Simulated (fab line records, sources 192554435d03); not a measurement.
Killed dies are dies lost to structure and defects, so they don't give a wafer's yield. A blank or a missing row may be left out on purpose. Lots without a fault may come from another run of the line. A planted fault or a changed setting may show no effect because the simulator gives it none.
Which tool did it? | flow n5_finfet | 24 lots, 72 wafers sampled, at 6 steps of a route of 1938

WHAT THE GAUGES READ, wafer by wafer
N5_BEOL_M6_CD_MEAS_35: target cd 40 nm, target cd y 28 nm.
lot  | measured     | on        | cd_nm (nm)
L074 | day 8 20:50  | cd_sem-01 | 38.9 39.4 38.8
L076 | day 8 22:52  | cd_sem-03 | 39.4 39.9 39.2
L075 | day 9 15:59  | cd_sem-02 | 40.3 39.3 40.7
L077 | day 9 16:53  | cd_sem-01 | 40.3 39.2 40.0
L079 | day 9 20:44  | cd_sem-03 | 39.3 39.8 40.5
L078 | day 9 22:52  | cd_sem-03 | 39.2 39.1 40.2
L080 | day 10 19:08 | cd_sem-01 | 40.6 40.0 40.0
L082 | day 10 21:14 | cd_sem-03 | 40.0 40.3 39.5
L083 | day 11 00:24 | cd_sem-02 | 38.2 40.7 40.7
L085 | day 11 00:52 | cd_sem-03 | 39.4 40.2 39.6
L081 | day 11 03:47 | cd_sem-01 | 40.3 39.1 39.4
L084 | day 11 20:38 | cd_sem-02 | 39.7 40.3 40.5
L089 | day 12 18:59 | cd_sem-03 | 39.7 39.0 39.5
L086 | day 12 19:17 | cd_sem-01 | 39.9 40.8 39.7
L088 | day 12 22:28 | cd_sem-01 | 39.9 40.7 40.0
L087 | day 12 22:52 | cd_sem-03 | 39.1 39.0 38.1
L090 | day 13 02:52 | cd_sem-01 | 40.5 40.1 40.4
L091 | day 13 02:55 | cd_sem-03 | 39.4 38.3 38.4
L094 | day 14 01:23 | cd_sem-02 | 38.7 39.7 39.3
L092 | day 14 01:47 | cd_sem-02 | 39.7 40.0 39.9
L093 | day 14 01:52 | cd_sem-01 | 40.2 39.4 40.5
L095 | day 14 08:49 | cd_sem-01 | 39.2 39.7 40.4
L096 | day 15 03:53 | cd_sem-03 | 39.4 40.3 39.5
L097 | day 15 11:16 | cd_sem-02 | 40.1 39.6 39.2

N5_BEOL_M6_INSPECT_58: inspects for defects (darkfield).
lot  | measured     | on                | raw_defect_count
L074 | day 8 23:59  | defect_inspect-02 | 40 54 68
L076 | day 9 02:25  | defect_inspect-01 | 63 56 58
L075 | day 9 18:41  | defect_inspect-02 | 60 81 33
L077 | day 9 19:20  | defect_inspect-01 | 115 143 92
L079 | day 9 23:32  | defect_inspect-01 | 38 45 48
L078 | day 10 01:05 | defect_inspect-02 | 91 73 83
L080 | day 10 21:26 | defect_inspect-02 | 78 27 49
L082 | day 11 01:07 | defect_inspect-02 | 90 60 66
L083 | day 11 02:31 | defect_inspect-02 | 55 54 91
L085 | day 11 04:32 | defect_inspect-02 | 59 74 55
L081 | day 11 05:59 | defect_inspect-02 | 65 117 50
L084 | day 11 23:25 | defect_inspect-02 | 48 54 44
L089 | day 12 23:14 | defect_inspect-02 | 72 91 90
L086 | day 12 23:25 | defect_inspect-01 | 56 51 63
L088 | day 13 01:01 | defect_inspect-02 | 73 78 120
L087 | day 13 01:11 | defect_inspect-02 | 53 65 44
L090 | day 13 06:13 | defect_inspect-02 | 105 120 83
L091 | day 13 06:29 | defect_inspect-02 | 66 43 54
L094 | day 14 03:43 | defect_inspect-02 | 48 54 37
L092 | day 14 04:01 | defect_inspect-02 | 60 34 93
L093 | day 14 06:01 | defect_inspect-01 | 91 49 113
L095 | day 14 11:34 | defect_inspect-01 | 129 98 67
L096 | day 15 06:13 | defect_inspect-02 | 47 67 44
L097 | day 15 15:16 | defect_inspect-02 | 110 84 138

N5_BEOL_M7_CD_MEAS_28: target cd 40 nm.
lot  | measured     | on        | cd_nm (nm)
L074 | day 9 03:49  | cd_sem-02 | 40.52 40.22 40.26
L076 | day 9 08:55  | cd_sem-01 | 39.83 40.12 40.03
L075 | day 9 21:41  | cd_sem-02 | 40.06 39.87 40.17
L077 | day 9 22:13  | cd_sem-01 | 40.13 39.75 39.54
L079 | day 10 04:02 | cd_sem-01 | 39.94 39.82 39.58
L078 | day 10 04:13 | cd_sem-03 | 39.73 40.23 39.61
L080 | day 11 01:39 | cd_sem-02 | 40.39 40.48 40.12
L082 | day 11 05:05 | cd_sem-01 | 39.88 39.81 39.95
L083 | day 11 06:28 | cd_sem-02 | 40.16 40.18 40.00
L085 | day 11 11:17 | cd_sem-02 | 39.97 39.65 39.72
L081 | day 11 12:59 | cd_sem-03 | 40.19 40.35 40.16
L084 | day 12 05:41 | cd_sem-01 | 39.79 40.00 39.91
L089 | day 13 01:55 | cd_sem-01 | 39.76 40.44 40.33
L086 | day 13 01:45 | cd_sem-02 | 40.02 39.60 39.94
L088 | day 13 04:07 | cd_sem-03 | 40.50 40.23 40.23
L087 | day 13 04:21 | cd_sem-01 | 39.99 40.00 39.79
L090 | day 13 10:34 | cd_sem-03 | 40.10 39.29 39.79
L091 | day 13 12:28 | cd_sem-03 | 39.39 39.88 39.98
L094 | day 14 07:32 | cd_sem-03 | 39.60 40.13 39.76
L092 | day 14 07:41 | cd_sem-03 | 40.19 39.62 39.88
L093 | day 14 09:35 | cd_sem-01 | 39.68 40.51 40.13
L095 | day 14 15:55 | cd_sem-03 | 40.02 39.84 40.25
L096 | day 15 10:19 | cd_sem-03 | 39.89 39.89 39.94
L097 | day 15 20:11 | cd_sem-03 | 39.91 40.19 39.93

WHICH TOOL RAN EACH LOT (tool, then ch and the chambers of the sampled wafers, then the start)
lot  | N5_BEOL_M6_ALD_77                   | N5_BEOL_M7_PECVD_70             | N5_BEOL_M7_DESCUM_16
L074 | ald_metal-03 ch 1,3, day 8 22:07    | pecvd-02 ch 0,2, day 9 00:38    | rie_diel-05 ch 0,2,3, day 9 02:34
L076 | ald_metal-04 ch 0,1,3, day 8 23:34  | pecvd-03 ch 0,2, day 9 03:04    | rie_diel-06 ch 1,3, day 9 05:41
L075 | ald_metal-03 ch 0,2, day 9 16:31    | pecvd-04 ch 0,1, day 9 19:22    | rie_diel-01 ch 0,2,3, day 9 20:46
L077 | ald_metal-04 ch 0,2,3, day 9 17:26  | pecvd-02 ch 0,1,2, day 9 20:08  | rie_diel-01 ch 2,3, day 9 21:17
L079 | ald_metal-04 ch 0,1,3, day 9 21:13  | pecvd-04 ch 0,1, day 10 00:13   | rie_diel-01 ch 1,2,3, day 10 01:01
L078 | ald_metal-03 ch 0,2,3, day 9 23:32  | pecvd-03 ch 1,2, day 10 01:44   | rie_diel-01 ch 0,1,2, day 10 02:29
L080 | ald_metal-01 ch 0,1,3, day 10 19:55 | pecvd-03 ch 0,1,2, day 10 22:37 | rie_diel-05 ch 0,1,3, day 11 00:53
L082 | ald_metal-04 ch 0,2,3, day 10 21:56 | pecvd-04 ch 0,1,2, day 11 01:46 | rie_diel-05 ch 1,2,3, day 11 04:17
L083 | ald_metal-03 ch 1,3, day 11 01:00   | pecvd-03 ch 0,1,2, day 11 03:15 | rie_diel-06 ch 0,1,3, day 11 04:44
L085 | ald_metal-03 ch 0,1, day 11 01:31   | pecvd-04 ch 0,2, day 11 05:13   | rie_diel-06 ch 1,3, day 11 07:43
L081 | ald_metal-01 ch 0,2,3, day 11 04:18 | pecvd-03 ch 0,1,2, day 11 06:46 | rie_diel-05 ch 1,2,3, day 11 08:30
L084 | ald_metal-03 ch 0,3, day 11 21:39   | pecvd-04 ch 0,1,2, day 12 00:05 | rie_diel-06 ch 0,2,3, day 12 02:49
L089 | ald_metal-03 ch 0,1,2, day 12 19:35 | pecvd-03 ch 0,1, day 12 23:53   | rie_diel-01 ch 0,2,3, day 13 00:48
L086 | ald_metal-04 ch 1,2,3, day 12 20:07 | pecvd-04 ch 0,1, day 13 00:04   | rie_diel-05 ch 0,1,2, day 13 00:58
L088 | ald_metal-04 ch 1,2, day 12 23:18   | pecvd-02 ch 0,1, day 13 01:40   | rie_diel-06 ch 0,1,3, day 13 03:06
L087 | ald_metal-04 ch 0,1,2, day 12 23:34 | pecvd-02 ch 0,1, day 13 01:51   | rie_diel-01 ch 0,3, day 13 03:16
L090 | ald_metal-01 ch 1,3, day 13 04:25   | pecvd-02 ch 0,1, day 13 06:52   | rie_diel-05 ch 1,3, day 13 09:05
L091 | ald_metal-04 ch 0,1,2, day 13 04:26 | pecvd-03 ch 0,1, day 13 07:08   | rie_diel-05 ch 0,1,3, day 13 09:20
L094 | ald_metal-04 ch 1,2,3, day 14 02:14 | pecvd-04 ch 0,1, day 14 04:23   | rie_diel-01 ch 1,2, day 14 05:33
L092 | ald_metal-03 ch 0,1,3, day 14 02:19 | pecvd-02 ch 0,1, day 14 05:08   | rie_diel-01 ch 0,2,3, day 14 06:14
L093 | ald_metal-01 ch 0,2,3, day 14 02:55 | pecvd-04 ch 0,1, day 14 06:40   | rie_diel-01 ch 1,2,3, day 14 08:35
L095 | ald_metal-04 ch 0,1,2, day 14 10:02 | pecvd-04 ch 0,1,2, day 14 12:41 | rie_diel-06 ch 1,2,3, day 14 14:05
L096 | ald_metal-01 ch 0,1,2, day 15 04:25 | pecvd-03 ch 1,2, day 15 06:52   | rie_diel-01 ch 0,3, day 15 08:16
L097 | ald_metal-01 ch 1,2, day 15 12:40   | pecvd-03 ch 1,2, day 15 15:55   | rie_diel-01 ch 2,3, day 15 19:10
- N5_BEOL_M6_ALD_77: deposits TaN, target thk 2 nm, pulse time 2 s, purge time 3 s.
- N5_BEOL_M7_PECVD_70: deposits SiO2 from TEOS/O2, target thk 20 nm, time 22.7 s.
- N5_BEOL_M7_DESCUM_16: chemistry O2, time 7.9 s.

WHAT THE TOOLS THEMSELVES READ (means of the sampled wafers that have a number; where no wafer has one, the mark that the record gives instead)
N5_BEOL_M6_ALD_77.
lot  | tool         | heater_power_w (W)
L074 | ald_metal-03 | 508
L076 | ald_metal-04 | 437
L075 | ald_metal-03 | 415
L077 | ald_metal-04 | 436
L079 | ald_metal-04 | 440
L078 | ald_metal-03 | 416
L080 | ald_metal-01 | 448
L082 | ald_metal-04 | 434
L083 | ald_metal-03 | 460
L085 | ald_metal-03 | 495
L081 | ald_metal-01 | 470
L084 | ald_metal-03 | 418
L089 | ald_metal-03 | 461
L086 | ald_metal-04 | 457
L088 | ald_metal-04 | 450
L087 | ald_metal-04 | 437
L090 | ald_metal-01 | 428
L091 | ald_metal-04 | 433
L094 | ald_metal-04 | 457
L092 | ald_metal-03 | 460
L093 | ald_metal-01 | 469
L095 | ald_metal-04 | 434
L096 | ald_metal-01 | 458
L097 | ald_metal-01 | 439

N5_BEOL_M7_PECVD_70.
lot  | tool     | heater_power_w (W) | showerhead_plenum_p_Torr (Torr) | throttle_valve_pct (%)
L074 | pecvd-02 | 902                | 8.80                            | 23.7
L076 | pecvd-03 | 797                | 8.80                            | 21.5
L075 | pecvd-04 | 707                | 8.85                            | 22.4
L077 | pecvd-02 | 870                | 8.78                            | 23.6
L079 | pecvd-04 | 732                | 8.87                            | 22.5
L078 | pecvd-03 | 783                | 8.80                            | 21.4
L080 | pecvd-03 | 741                | 8.76                            | 21.5
L082 | pecvd-04 | 711                | 8.78                            | 22.4
L083 | pecvd-03 | 746                | 8.75                            | 21.4
L085 | pecvd-04 | 560                | 8.72                            | 21.0
L081 | pecvd-03 | 750                | 8.76                            | 21.7
L084 | pecvd-04 | 655                | 8.80                            | 22.4
L089 | pecvd-03 | 665                | 8.73                            | 22.0
L086 | pecvd-04 | 733                | 8.86                            | 22.5
L088 | pecvd-02 | 820                | 8.73                            | 23.6
L087 | pecvd-02 | 842                | 8.78                            | 23.6
L090 | pecvd-02 | 788                | 8.77                            | 23.5
L091 | pecvd-03 | 687                | 8.72                            | 21.7
L094 | pecvd-04 | 739                | 8.86                            | 24.0
L092 | pecvd-02 | 733                | 8.78                            | 23.3
L093 | pecvd-04 | 691                | 8.85                            | 22.7
L095 | pecvd-04 | 671                | 8.79                            | 22.5
L096 | pecvd-03 | 825                | 8.79                            | 21.3
L097 | pecvd-03 | 771                | 8.75                            | 21.3

N5_BEOL_M7_DESCUM_16.
lot  | tool        | chamber_pressure_mTorr (mTorr) | drypump_motor_current_A (A) | oes_product_au (a.u.) | rf_vpp_V (V) | showerhead_plenum_p_Torr (Torr) | throttle_valve_pct (%)
L074 | rie_diel-05 | 19.981                         | 5.6                         | 0.81                  | 243.0        | 2.11                            | 20.59
L076 | rie_diel-06 | 20.017                         | 6.1                         | 0.80                  | 244.3        | 2.14                            | 20.66
L075 | rie_diel-01 | 20.013                         | 6.2                         | 0.80                  | 242.0        | 2.04                            | 20.29
L077 | rie_diel-01 | 20.006                         | 6.0                         | 0.81                  | 242.5        | 2.03                            | 20.25
L079 | rie_diel-01 | 20.001                         | 5.6                         | 0.79                  | 243.2        | 2.07                            | 20.34
L078 | rie_diel-01 | 19.996                         | 5.9                         | 0.71                  | 243.3        | 2.07                            | 20.31
L080 | rie_diel-05 | 19.991                         | 5.8                         | 0.80                  | 243.3        | 2.10                            | 20.35
L082 | rie_diel-05 | 20.005                         | 5.8                         | 0.86                  | 243.9        | 2.15                            | 20.38
L083 | rie_diel-06 | 20.010                         | 5.8                         | 0.86                  | 244.0        | 2.15                            | 20.51
L085 | rie_diel-06 | 20.028                         | 6.0                         | 0.82                  | 242.7        | 2.09                            | 20.55
L081 | rie_diel-05 | 20.028                         | 5.8                         | 0.85                  | 244.8        | 2.15                            | 20.40
L084 | rie_diel-06 | 20.001                         | 5.7                         | 0.93                  | 244.6        | 2.16                            | 20.46
L089 | rie_diel-01 | 19.991                         | 6.2                         | 0.78                  | 242.4        | 2.03                            | 20.32
L086 | rie_diel-05 | 20.015                         | 5.7                         | 0.83                  | 241.9        | 2.08                            | 20.31
L088 | rie_diel-06 | 20.022                         | 5.9                         | 0.83                  | 243.2        | 2.15                            | 20.54
L087 | rie_diel-01 | 19.993                         | 6.4                         | 0.77                  | 242.8        | 2.04                            | 20.36
L090 | rie_diel-05 | 19.995                         | 6.0                         | 0.79                  | 244.1        | 2.15                            | 20.47
L091 | rie_diel-05 | 20.014                         | 5.8                         | 0.79                  | 243.4        | 2.09                            | 20.38
L094 | rie_diel-01 | 20.004                         | 5.6                         | 0.70                  | 242.4        | 2.04                            | 20.31
L092 | rie_diel-01 | 19.998                         | 6.2                         | 0.76                  | 241.4        | 2.03                            | 20.33
L093 | rie_diel-01 | 20.012                         | 5.6                         | 0.75                  | 242.8        | 2.06                            | 20.39
L095 | rie_diel-06 | 20.002                         | 5.9                         | 0.83                  | 243.2        | 2.14                            | 20.66
L096 | rie_diel-01 | 19.996                         | 6.2                         | 0.91                  | 241.8        | 2.05                            | 20.30
L097 | rie_diel-01 | 19.997                         | 5.9                         | 0.80                  | 241.9        | 2.02                            | 20.40

THE ANSWER, worked out from the rows above alone
Rule: what is usual is taken from the lots themselves. Put in order of their means at a reading, lots are off if they are a third of the lots or fewer, leave a main group of 4 or more, and stand apart from it by a gap of 3 or more times the standard deviation of the main group's means; of several such gaps the widest counts. A main group whose means are all the same, to the digits that the tables above print for the reading, isn't used. A lot without any number at a reading at which 4 lots or more have one is off too. The other lots that the step has rows for count as sound. The gauges are gone through in route order, then the tools' own readings, and for those a lot's mean is taken as printed above. The first step at which some lot is off is used, and at that step the reading that is off furthest; a lot without a number counts as furthest.
No lot is off at any reading shown: from this, nothing can be told.

WHAT THE SIMULATOR HAD PUT IN
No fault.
